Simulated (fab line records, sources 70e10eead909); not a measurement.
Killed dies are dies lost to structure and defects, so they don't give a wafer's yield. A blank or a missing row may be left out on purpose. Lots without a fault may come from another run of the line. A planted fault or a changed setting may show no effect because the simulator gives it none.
fab line records | flow nand_harc
record lots=24 wafers=72 last_day=33
route steps=1302 shown A_CONTACT@1078 A_M1@1187
lots that met no fault: from a run of the same line without faults
start_h: hours from the record's first day to the start of the lot's first wafer shown | wait_h: hours since the lot's step before | " the same as in the row above | L1.1+2: a row that stands for several wafers | - no value, or no start given | * or withheld: withheld | < > ~ a bound
route shown NAME@n: a module of which the file shows steps, and the number in the route of the first | usual: mean/standard deviation of fault-free wafers | same: alike in all rows | chamber/n: place in a boat | sites: the reading at each site | _std_site: their standard deviation | _edge_site: outer sites' mean less inner sites' | radius_mm: how far each site lies from the wafer's centre | mask NAME#n: copy n | behind: the tool/chamber that last shaped the wafer | hold: why the lot was held/for how many hours/how that ended | device: the transistor (n, p or np) that didn't switch | end of line: the same wafers' tests at the end of the route | a step without rows: its recipe alone | killed: dies lost to structure and defects at the first sort, not the wafer's yield | map: a wafer's dies, x killed, . not, _ none there
set.NAME: the setting as run; set.NAME@STEP: as run at that earlier step | model.NAME: the simulator's own value behind a step, which no gauge read
steps of the route over a sample of lots; a table a step, a row a wafer
services: from which hour (start_h, from the record's first day; less than 0 if before it) a tool's chamber was out of use, for how many hours, and why
## steps
# step NHARC_A_CONTACT_CD_MEAS_08
# recipe target_cd_nm=200 landing_energy_ev=500
# usual cd_nm=199.9/0.73
# columns lot.wafer tool chamber start_h wait_h cd_nm
L076.1 cd_sem-02 0 518.72 - 198.9
L076.3 " 0 " " 198.5
L076.5 " 0 " " 199.7
L074.2 cd_sem-01 0 519.87 - 200.2
L074.3 " 0 " " 200.9
L074.4 " 0 " " 200.4
L075.1 cd_sem-01 0 521.74 - 200.4
L075.2 " 0 " " 199.3
L075.4 " 0 " " 199.7
L077.1 cd_sem-02 0 553.33 - 200.7
L077.3 " 0 " " 201.4
L077.4 " 0 " " 200.9
L079.3 cd_sem-01 0 556.29 - 200.3
L079.4 " 0 " " 200.9
L079.6 " 0 " " 200.6
L078.1 cd_sem-01 0 558.14 - 201.1
L078.3 " 0 " " 201.2
L078.6 " 0 " " 199.5
L080.2 cd_sem-02 0 574.38 - 198.7
L080.4 " 0 " " 199.9
L080.5 " 0 " " 198.8
L081.1 cd_sem-03 0 597.68 - 200.4
L081.3 " 0 " " 199.9
L081.4 " 0 " " 200.6
L082.1 cd_sem-01 0 602.26 - 200.5
L082.2 " 0 " " 200.1
L082.5 " 0 " " 200.3
L083.2 cd_sem-01 0 605.03 - 199.4
L083.4 " 0 " " 199.3
L083.5 " 0 " " 199.7
L084.1 cd_sem-01 0 605.37 - 201.2
L084.3 " 0 " " 199.7
L084.4 " 0 " " 200.0
L085.4 cd_sem-02 0 618.85 - 199.1
L085.5 " 0 " " 200.0
L085.6 " 0 " " 198.5
L086.1 cd_sem-02 0 620.54 - 199.2
L086.2 " 0 " " 199.5
L086.4 " 0 " " 201.0
L088.3 cd_sem-03 0 645.39 - 200.4
L088.5 " 0 " " 200.8
L088.6 " 0 " " 200.8
L089.3 cd_sem-01 0 647.25 - 199.0
L089.5 " 0 " " 199.3
L089.6 " 0 " " 199.9
L087.1 cd_sem-01 0 652.25 - 200.4
L087.3 " 0 " " 200.5
L087.6 " 0 " " 200.6
L091.1 cd_sem-02 0 684.49 - 199.4
L091.3 " 0 " " 200.2
L091.5 " 0 " " 199.0
L092.2 cd_sem-01 0 688.14 - 199.6
L092.4 " 0 " " 199.4
L092.6 " 0 " " 199.9
L090.4 cd_sem-03 0 691.72 - 200.5
L090.5 " 0 " " 199.9
L090.6 " 0 " " 199.3
L093.3 cd_sem-01 0 702.55 - 200.0
L093.5 " 0 " " 200.1
L093.6 " 0 " " 199.8
L097.2 cd_sem-02 0 729.44 - 200.9
L097.3 " 0 " " 200.3
L097.4 " 0 " " 199.9
L094.1 cd_sem-02 0 734.01 - 199.9
L094.3 " 0 " " 199.1
L094.4 " 0 " " 199.0
L095.1 cd_sem-03 0 735.32 - 198.4
L095.3 " 0 " " 198.9
L095.5 " 0 " " 199.6
L096.1 cd_sem-01 0 741.00 - 199.4
L096.2 " 0 " " 199.9
L096.5 " 0 " " 199.9
# step NHARC_A_CONTACT_ETCH_31
# recipe target_depth_a=28000 over_etch_frac=0.3 time_s=728 ion_energy_ev=150 o2_flow_sccm=400 cos_flow_sccm=20 ar_flow_sccm=0 rf_w=500 bias_w=300 chemistry=O2/COS
# usual drypump_motor_current_A=5.8/0.51 oes_product_au=1.001/0.0098 rf_vpp_V=314.0/1.8 showerhead_plenum_p_Torr=3.11/0.12 throttle_valve_pct=28.331/0.0087
# columns lot.wafer tool chamber start_h wait_h drypump_motor_current_A oes_product_au rf_hours_counter_h rf_vpp_V showerhead_plenum_p_Torr throttle_valve_pct
L076.3 rie_diel-13 1 - - 5.0 0.994 52 314.6 3.14 28.326
L076.1 " 2 " " 6.3 1.005 50 313.6 3.15 28.328
L076.5 " 3 " " 5.3 1.012 - 315.9 3.21 28.336
L074.2 rie_diel-08 0 - - 5.7 1.020 27 311.0 3.00 28.325
L074.4 " 1 " " 6.2 1.005 27 311.4 3.00 28.320
L074.3 " 2 " " 6.2 0.997 29 316.1 3.25 28.339
L075.4 rie_diel-09 1 - - 6.5 1.009 6 315.1 3.29 28.345
L075.1 " 2 " " 6.5 1.010 7 313.0 3.01 28.345
L075.2 " 3 " " 5.0 1.008 7 312.4 3.01 28.329
L077.3 rie_diel-09 0 - - 5.2 1.011 21 312.8 3.04 28.340
L077.4 " 1 " " 6.5 1.022 23 316.3 3.28 28.331
L077.1 " 2 " " 6.5 1.010 23 313.0 3.00 28.320
L079.4 rie_diel-08 3 - - 5.2 0.993 0 315.7 3.26 28.331
L079.3 " 0 " " 5.8 1.010 0 313.4 3.00 28.346
L079.6 " 2 " " 6.2 1.018 - 316.1 3.25 28.342
L078.1 rie_diel-08 0 - - 5.8 1.002 1 312.5 3.00 28.325
L078.3 " 1 " " 6.2 0.997 1 313.8 3.00 28.326
L078.6 " 0 " " 5.8 1.012 - 313.2 3.00 28.330
L080.2 rie_diel-09 0 - - 5.2 1.005 30 312.9 3.03 28.342
L080.4 " 1 " " 6.5 1.024 30 316.9 3.27 28.336
L080.5 " 2 " " 6.5 1.025 - 312.3 3.00 28.328
L081.1 rie_diel-13 2 - - 6.3 1.022 20 314.5 3.14 28.329
L081.4 " 3 " " 5.4 1.015 21 316.3 3.20 28.358
L081.3 " 1 " " 5.0 1.003 19 314.5 3.13 28.337
L083.2 rie_diel-08 3 - - 5.2 1.005 9 316.7 3.26 28.330
L083.4 " 0 " " 5.7 1.007 10 311.3 2.99 28.347
L083.5 " 3 " " 5.2 1.008 - 315.3 3.26 28.325
L082.2 rie_diel-09 1 - - 6.5 1.025 40 316.5 3.27 28.312
L082.1 " 3 " " 5.0 0.994 41 311.8 2.99 28.336
L082.5 " 1 " " 6.5 1.020 - 316.7 3.27 28.333
L084.4 rie_diel-08 2 - - 6.2 0.997 8 316.4 3.24 28.334
L084.1 " 0 " " 5.7 1.012 10 312.6 3.00 28.308
L084.3 " 1 " " 6.2 1.002 10 312.3 2.99 28.335
L085.4 rie_diel-08 3 - - 5.3 0.992 12 316.6 3.26 28.320
L085.6 " 1 " " 6.2 1.001 - 312.0 2.99 28.333
L085.5 " 2 " " 6.2 0.998 - 315.8 3.24 28.331
L086.2 rie_diel-13 1 - - 5.0 0.989 28 313.7 3.13 28.341
L086.1 " 3 " " 5.3 1.010 28 314.0 3.19 28.334
L086.4 " 0 " " 5.6 0.991 29 313.1 3.07 28.327
L088.3 rie_diel-08 3 - - 5.3 1.002 16 316.2 3.25 28.331
L088.5 " 2 " " 6.2 0.995 - 315.8 3.24 28.329
L088.6 " 3 " " 5.3 1.000 - 316.6 3.25 28.333
L089.3 rie_diel-08 1 - - 6.2 0.998 14 313.0 2.99 28.327
L089.6 " 2 " " 6.2 0.991 - 317.4 3.24 28.334
L089.5 " 3 " " 5.2 0.996 - 316.6 3.25 28.338
L087.3 rie_diel-08 3 - - 5.3 1.003 18 315.6 3.25 28.347
L087.1 " 2 " " 6.2 0.981 16 315.9 3.24 28.339
L087.6 " 3 " " 5.3 1.005 - 316.9 3.25 28.334
L091.1 rie_diel-09 1 - - 6.4 1.017 0 317.2 3.26 28.328
L091.3 " 2 " " 6.5 0.996 0 312.7 2.99 28.335
L091.5 " 0 " " 5.2 0.986 - 313.9 3.02 28.314
L092.4 rie_diel-09 3 - - 5.0 0.985 1 312.5 2.98 28.342
L092.2 " 0 " " 5.2 0.983 1 312.0 3.02 28.335
L092.6 " 1 " " 6.5 1.010 - 314.5 3.26 28.326
L090.4 rie_diel-08 1 - - 6.2 0.998 19 312.7 2.99 28.342
L090.5 " 1 " " 6.2 1.008 - 312.7 2.99 28.341
L090.6 " 2 " " 6.2 0.992 - 315.3 3.24 28.339
L093.3 rie_diel-08 2 - - 6.2 0.997 22 316.3 3.23 28.336
L093.5 " 1 " " 6.2 0.998 - 313.7 2.99 28.326
L093.6 " 2 " " 6.2 0.994 - 314.6 3.23 28.330
L097.2 rie_diel-13 2 - - 6.3 0.996 6 313.8 3.12 28.324
L097.4 " 3 " " 5.3 0.997 6 315.0 3.18 28.339
L097.3 " 0 " " 5.6 0.995 6 313.9 3.05 28.327
L094.4 rie_diel-08 3 - - 5.2 0.991 2 315.0 3.25 28.341
L094.3 " 0 " " 5.8 1.001 2 312.7 2.99 28.332
L094.1 " 2 " " 6.2 0.986 1 313.7 3.23 28.342
L095.1 rie_diel-08 3 - - 5.2 0.991 2 316.1 3.25 28.331
L095.3 " 0 " " 5.7 1.004 2 312.4 2.99 28.340
L095.5 " 1 " " 6.2 0.990 - 311.1 2.99 28.334
L096.1 rie_diel-08 0 - - 5.7 1.000 3 313.1 2.99 28.337
L096.2 " 2 " " 6.2 0.991 3 317.3 3.23 28.328
L096.5 " 1 " " 6.2 1.001 - 313.5 2.99 28.340
# step NHARC_A_CONTACT_ETCH_139
# recipe source_w=withheld pressure_mtorr=20 bias_v=400 time_s=195 target_depth_a=8400 ar_flow_sccm=withheld c4f8_flow_sccm=11.5 o2_flow_sccm=7.2 chemistry=C4F8/O2/Ar
# columns lot.wafer tool chamber start_h wait_h rf_hours_counter_h
L076.1 har_cap_etch-02 0 521.36 0.2 91
L076.3 " 0 " " -
L076.5 " 0 " " -
L074.2 har_cap_etch-03 1 522.47 0.2 47
L074.4 " 1 " " -
L074.3 " 0 " " -
L075.2 har_cap_etch-01 1 524.46 0.2 3
L075.1 " 0 " " 3
L075.4 " 0 " " -
L077.1 har_cap_etch-02 0 555.92 0.2 96
L077.4 " 0 " " -
L077.3 " 1 " " -
L079.3 har_cap_etch-01 1 558.97 0.2 -
L079.4 " 0 " " -
L079.6 " 0 " " -
L078.1 har_cap_etch-02 1 560.94 0.2 97
L078.3 " 0 " " -
L078.6 " 1 " " -
L080.2 har_cap_etch-03 0 577.02 0.2 55
L080.4 " 0 " " -
L080.5 " 1 " " -
L081.1 har_cap_etch-03 1 600.32 0.2 60
L081.4 " 0 " " -
L081.3 " 1 " " -
L083.2 har_cap_etch-03 0 607.70 0.2 61
L083.4 " 0 " " -
L083.5 " 0 " " -
L082.2 har_cap_etch-02 0 608.15 0.2 107
L082.1 " 1 " " 107
L082.5 " 1 " " -
L084.1 har_cap_etch-01 1 608.63 0.2 20
L084.4 " 1 " " -
L084.3 " 0 " " -
L085.4 har_cap_etch-01 0 621.52 0.2 -
L085.6 " 0 " " -
L085.5 " 1 " " -
L086.1 har_cap_etch-03 1 623.16 0.2 64
L086.2 " 0 " " 64
L086.4 " 1 " " -
L088.3 har_cap_etch-02 0 648.13 0.2 -
L088.6 " 1 " " -
L088.5 " 0 " " -
L089.3 har_cap_etch-01 1 649.93 0.2 -
L089.6 " 1 " " -
L089.5 " 0 " " -
L087.1 har_cap_etch-03 1 654.83 0.2 70
L087.3 " 0 " " -
L087.6 " 0 " " -
L091.1 har_cap_etch-02 0 687.47 0.2 120
L091.3 " 0 " " -
L091.5 " 0 " " -
L092.2 har_cap_etch-03 0 690.73 0.2 75
L092.4 " 0 " " -
L092.6 " 1 " " -
L090.4 har_cap_etch-02 1 694.53 0.2 -
L090.6 " 1 " " -
L090.5 " 0 " " -
L093.3 har_cap_etch-03 0 705.45 0.2 -
L093.6 " 0 " " -
L093.5 " 1 " " -
L097.2 har_cap_etch-01 1 732.47 0.2 40
L097.4 " 0 " " -
L097.3 " 1 " " -
L094.1 har_cap_etch-01 0 736.61 0.2 41
L094.4 " 0 " " -
L094.3 " 1 " " -
L095.1 har_cap_etch-03 1 737.96 0.2 84
L095.3 " 1 " " -
L095.5 " 0 " " -
L096.2 har_cap_etch-02 0 743.60 0.2 131
L096.1 " 1 " " 131
L096.5 " 1 " " -
# step NHARC_A_M1_ETCH_28
# recipe target_depth_a=300 over_etch_frac=0.3 time_s=72.99 ion_energy_ev=150 cf4_flow_sccm=50 n2_flow_sccm=100 ar_flow_sccm=150 rf_w=300 bias_w=100 chemistry=CF4/N2
# usual drypump_motor_current_A=5.5/0.37 oes_product_au=1.000/0.011 rf_vpp_V=314.4/1.9 showerhead_plenum_p_Torr=2.64/0.1 throttle_valve_pct=19.794/0.0093
# columns lot.wafer tool chamber start_h wait_h drypump_motor_current_A oes_product_au rf_hours_counter_h rf_vpp_V showerhead_plenum_p_Torr throttle_valve_pct
L076.1 rie_diel-07 2 - - 5.2 1.002 2 316.6 2.75 19.779
L076.3 " 3 " " 5.1 1.006 3 315.0 2.67 19.787
L076.5 " 1 " " 5.1 0.988 - 314.3 2.59 19.789
L074.2 rie_diel-06 2 - - 5.6 1.003 1 314.7 2.53 19.799
L074.4 " 0 " " 6.0 1.010 1 310.9 2.54 19.798
L074.3 " 1 " " 5.9 1.014 1 311.4 2.50 19.790
L075.2 rie_diel-06 1 - - 5.9 0.992 1 311.8 2.50 19.790
L075.4 " 2 " " 5.6 0.993 1 312.6 2.53 19.779
L075.1 " 3 " " 5.3 0.979 1 316.2 2.82 19.803
L077.4 rie_diel-07 1 - - 5.1 0.999 7 314.6 2.58 19.778
L077.3 " 3 " " 5.1 0.997 6 317.1 2.67 19.803
L077.1 " 0 " " 5.9 0.999 4 314.6 2.71 19.791
L079.4 rie_diel-07 1 - - 5.1 0.992 7 312.5 2.58 19.799
L079.3 " 3 " " 5.1 1.002 7 314.4 2.67 19.800
L079.6 " 1 " " 5.1 0.989 - 312.7 2.58 19.804
L078.1 rie_diel-07 0 - - 5.9 0.991 5 314.7 2.71 19.801
L078.3 " 1 " " 5.2 0.974 7 312.3 2.58 19.785
L078.6 " 3 " " 5.1 0.985 - 315.7 2.67 19.785
L080.4 rie_diel-07 0 - - 5.9 1.003 6 315.6 2.71 19.800
L080.2 " 2 " " 5.3 1.003 8 316.5 2.75 19.791
L080.5 " 0 " " 5.9 1.005 - 315.0 2.71 19.794
L081.4 rie_diel-03 2 - - 4.8 1.004 6 316.1 2.68 19.787
L081.1 " 3 " " 5.5 0.997 6 317.2 2.76 19.802
L081.3 " 0 " " 6.0 0.978 7 312.5 2.47 19.802
L083.4 rie_diel-07 3 - - 5.1 0.981 11 314.3 2.66 19.795
L083.2 " 2 " " 5.2 0.992 11 316.2 2.75 19.792
L083.5 " 3 " " 5.1 0.979 - 316.6 2.66 19.815
L082.1 rie_diel-07 0 - - 5.9 0.999 8 314.7 2.71 19.804
L082.2 " 1 " " 5.1 0.995 11 313.0 2.58 19.803
L082.5 " 3 " " 5.1 0.993 - 314.0 2.66 19.801
L084.4 rie_diel-06 2 - - 5.6 1.008 2 313.4 2.53 19.798
L084.1 " 0 " " 6.0 1.009 4 311.9 2.54 19.812
L084.3 " 1 " " 5.9 1.001 4 311.8 2.50 19.791
L085.4 rie_diel-07 2 - - 5.2 1.010 11 315.5 2.75 19.797
L085.6 " 1 " " 5.1 1.005 - 313.5 2.58 19.795
L085.5 " 2 " " 5.3 1.000 - 315.8 2.75 19.781
L086.4 rie_diel-07 3 - - 5.1 0.990 11 314.4 2.66 19.806
L086.1 " 0 " " 5.9 0.997 8 316.3 2.71 19.793
L086.2 " 1 " " 5.1 0.999 11 313.7 2.58 19.795
L088.3 rie_diel-03 1 - - 5.9 0.987 2 312.3 2.50 19.807
L088.5 " 2 " " 4.8 1.021 - 314.8 2.67 19.804
L088.6 " 3 " " 5.5 0.989 - 316.5 2.76 19.792
L089.3 rie_diel-07 2 662.55 0.3 5.3 1.013 - 314.6 2.75 19.807
L089.6 " 2 " " 5.3 1.003 - 316.4 2.75 19.779
L089.5 " 3 " " 5.1 1.003 - 315.4 2.66 19.791
L087.1 rie_diel-03 2 - - 4.8 1.026 2 314.2 2.67 19.791
L087.3 " 1 " " 5.9 0.989 3 312.2 2.50 19.804
L087.6 " 3 " " 5.5 1.007 - 315.7 2.76 19.786
L091.1 rie_diel-07 3 - - 5.1 1.001 1 314.3 2.66 19.791
L091.3 " 0 " " 5.9 0.999 2 315.6 2.71 19.787
L091.5 " 3 " " 5.1 1.005 - 313.4 2.66 19.797
L092.2 rie_diel-06 3 - - 5.2 0.999 1 317.6 2.82 19.786
L092.4 " 0 " " 5.9 1.027 1 312.8 2.53 19.787
L092.6 " 1 " " 5.9 0.992 - 311.6 2.50 19.786
L090.4 rie_diel-03 2 - - 4.8 1.020 4 315.5 2.67 19.808
L090.6 " 1 " " 5.9 0.997 - 311.9 2.50 19.785
L090.5 " 2 " " 4.8 1.000 - 314.3 2.67 19.784
L093.3 rie_diel-06 1 - - 5.9 1.002 2 311.4 2.50 19.778
L093.5 " 1 " " 5.9 0.995 - 312.2 2.50 19.804
L093.6 " 2 " " 5.6 1.002 - 313.0 2.53 19.797
L097.3 rie_diel-03 3 - - 5.5 1.000 7 317.0 2.75 19.778
L097.4 " 1 " " 5.9 0.993 7 312.8 2.50 19.803
L097.2 " 2 " " 4.8 1.019 6 314.4 2.67 19.806
L094.4 rie_diel-07 1 - - 5.1 0.973 3 313.3 2.58 19.807
L094.1 " 3 " " 5.1 1.005 4 315.1 2.66 19.803
L094.3 " 0 " " 5.9 1.000 4 313.9 2.71 19.794
L095.3 rie_diel-06 3 - - 5.2 1.003 2 317.7 2.82 19.793
L095.1 " 0 " " 6.0 1.015 2 312.6 2.53 19.792
L095.5 " 1 " " 5.9 0.993 - 312.4 2.49 19.787
L096.1 rie_diel-06 1 - - 5.9 1.003 3 310.4 2.50 19.802
L096.2 " 2 " " 5.6 0.992 3 313.5 2.53 19.778
L096.5 " 1 " " 5.9 0.993 - 312.4 2.50 19.794
# step NHARC_A_M1_PVD_20
# recipe target_thk_a=50 bias_v=168.6 power_w=15000 chamber_pressure_pa=0.12 time_s=8.06 substrate_temp_c=50 material=TaN
# usual throttle_valve_pct=30.2/1.4
# columns lot.wafer tool chamber start_h wait_h throttle_valve_pct
L076.3 pvd_sputter-02 - - - 30.9
L076.1 " - " " 31.2
L076.5 " - " " 30.8
L074.3 pvd_sputter-02 - - - 31.8
L074.2 " - " " 30.1
L074.4 " - " " 29.5
L075.2 pvd_sputter-03 - - - 27.1
L075.4 " - " " 31.2
L075.1 " - " " 31.8
L077.3 pvd_sputter-03 - - - 27.2
L077.4 " - " " 31.1
L077.1 " - " " 31.8
L079.4 pvd_sputter-02 - - - 29.1
L079.3 " - " " 31.8
L079.6 " - " " 30.5
L078.1 pvd_sputter-02 - - - 29.0
L078.3 " - " " 31.7
L078.6 " - " " 30.7
L080.4 pvd_sputter-03 - - - 31.8
L080.2 " - " " 30.2
L080.5 " - " " 32.1
L081.3 pvd_sputter-03 - - - 31.4
L081.4 " - " " 32.0
L081.1 " - " " 27.1
L083.2 pvd_sputter-01 - - - 29.0
L083.4 " - " " 30.4
L083.5 " - " " 29.2
L082.1 pvd_sputter-03 - - - 31.4
L082.2 " - " " 31.7
L082.5 " - " " 31.8
L084.4 pvd_sputter-02 - - - 31.2
L084.3 " - " " 31.6
L084.1 " - " " 30.6
L085.4 pvd_sputter-01 - - - 29.2
L085.6 " - " " 29.4
L085.5 " - " " 28.9
L086.4 pvd_sputter-02 - - - 31.1
L086.1 " - " " 32.1
L086.2 " - " " 30.5
L088.3 pvd_sputter-02 - - - 28.8
L088.6 " - " " 30.2
L088.5 " - " " 29.2
L089.3 pvd_sputter-03 - - - 26.9
L089.5 " - " " 31.9
L089.6 " - " " 29.8
L087.1 pvd_sputter-01 - - - 29.3
L087.3 " - " " 28.9
L087.6 " - " " 29.1
L091.1 pvd_sputter-03 - - - 30.1
L091.3 " - " " 31.3
L091.5 " - " " 32.0
L092.4 pvd_sputter-02 - - - 29.2
L092.2 " - " " 31.0
L092.6 " - " " 29.2
L090.4 pvd_sputter-01 - - - 28.8
L090.6 " - " " 30.7
L090.5 " - " " 29.2
L093.3 pvd_sputter-03 - - - 30.5
L093.5 " - " " 30.7
L093.6 " - " " 30.5
L097.3 pvd_sputter-01 - - - 29.2
L097.4 " - " " 30.7
L097.2 " - " " 30.8
L094.3 pvd_sputter-01 - - - 31.2
L094.1 " - " " 29.5
L094.4 " - " " 30.7
L095.3 pvd_sputter-02 - - - 31.3
L095.1 " - " " 30.3
L095.5 " - " " 31.7
L096.2 pvd_sputter-03 - - - 27.2
L096.1 " - " " 30.5
L096.5 " - " " 31.3
# step NHARC_A_M1_PVD_21
# recipe target_thk_a=300 chamber_pressure_pa=5 power_w=5000 substrate_temp_c=30 time_s=20.49 material=Cu
# usual throttle_valve_pct=30.2/1.4
# columns lot.wafer tool chamber start_h wait_h throttle_valve_pct
L076.3 pvd_sputter-02 - - - 31.9
L076.1 " - " " 29.3
L076.5 " - " " 31.9
L074.3 pvd_sputter-02 - - - 31.0
L074.4 " - " " 30.7
L074.2 " - " " 29.4
L075.4 pvd_sputter-03 - - - 31.7
L075.1 " - " " 31.9
L075.2 " - " " 30.1
L077.1 pvd_sputter-03 - - - 31.5
L077.4 " - " " 31.9
L077.3 " - " " 30.5
L079.4 pvd_sputter-02 - - - 31.2
L079.3 " - " " 30.4
L079.6 " - " " 31.7
L078.3 pvd_sputter-02 - - - 31.2
L078.1 " - " " 29.3
L078.6 " - " " 31.8
L080.4 pvd_sputter-03 - - - 31.2
L080.2 " - " " 31.9
L080.5 " - " " 31.2
L081.3 pvd_sputter-03 - - - 26.9
L081.4 " - " " 31.6
L081.1 " - " " 31.8
L083.4 pvd_sputter-01 - - - 29.1
L083.2 " - " " 29.3
L083.5 " - " " 28.6
L082.2 pvd_sputter-03 - - - 31.4
L082.1 " - " " 31.8
L082.5 " - " " 27.1
L084.1 pvd_sputter-02 - - - 30.6
L084.3 " - " " 29.1
L084.4 " - " " 31.0
L085.4 pvd_sputter-01 - - - 30.4
L085.6 " - " " 30.6
L085.5 " - " " 29.6
L086.1 pvd_sputter-02 - - - 31.1
L086.4 " - " " 32.1
L086.2 " - " " 30.3
L088.3 pvd_sputter-02 - - - 30.1
L088.6 " - " " 30.1
L088.5 " - " " 29.1
L089.3 pvd_sputter-03 - - - 31.6
L089.5 " - " " 31.9
L089.6 " - " " 30.1
L087.3 pvd_sputter-01 - - - 28.8
L087.1 " - " " 29.3
L087.6 " - " " 28.9
L091.3 pvd_sputter-03 - - - 30.1
L091.1 " - " " 27.3
L091.5 " - " " 30.0
L092.4 pvd_sputter-02 - - - 32.1
L092.2 " - " " 30.0
L092.6 " - " " 31.7
L090.4 pvd_sputter-01 - - - 29.5
L090.6 " - " " 31.0
L090.5 " - " " 29.2
L093.3 pvd_sputter-03 - - - 30.3
L093.6 " - " " 26.9
L093.5 " - " " 31.3
L097.4 pvd_sputter-01 - - - 31.0
L097.3 " - " " 29.5
L097.2 " - " " 28.9
L094.1 pvd_sputter-01 - - - 29.1
L094.3 " - " " 28.9
L094.4 " - " " 30.5
L095.3 pvd_sputter-02 - - - 31.3
L095.1 " - " " 30.1
L095.5 " - " " 31.1
L096.1 pvd_sputter-03 - - - 31.0
L096.2 " - " " 30.3
L096.5 " - " " 31.0
## services
# columns tool chamber start_h hours kind
har_cap_etch-01 - 497.00 17.0 pm
rie_diel-07 0 519.39 4.5 repair
pvd_sputter-03 - 526.05 10.0 pm
rie_diel-07 0 528.50 22.6 repair
rie_diel-08 - 544.80 9.0 pm
pvd_sputter-02 - 556.41 0.5 repair
pvd_sputter-01 - 582.97 10.0 pm
rie_diel-08 2 599.04 6.1 repair
rie_diel-07 0 606.69 4.5 repair
har_cap_etch-03 - 611.96 0.3 repair
rie_diel-08 1 631.41 7.6 repair
har_cap_etch-02 - 634.77 0.6 repair
pvd_sputter-02 - 638.00 10.0 pm
rie_diel-07 - 648.27 9.0 pm
rie_diel-07 3 671.20 2.6 repair
pvd_sputter-03 - 671.58 1.1 repair
pvd_sputter-01 - 674.90 4.6 repair
rie_diel-07 - 689.75 0.2 repair
pvd_sputter-01 - 694.64 2.8 repair
rie_diel-08 3 700.23 8.9 repair
pvd_sputter-03 - 703.25 4.3 repair
pvd_sputter-03 - 707.56 10.0 pm
pvd_sputter-03 - 742.65 3.8 repair
har_cap_etch-02 - 754.00 17.0 pm
## key
fault none
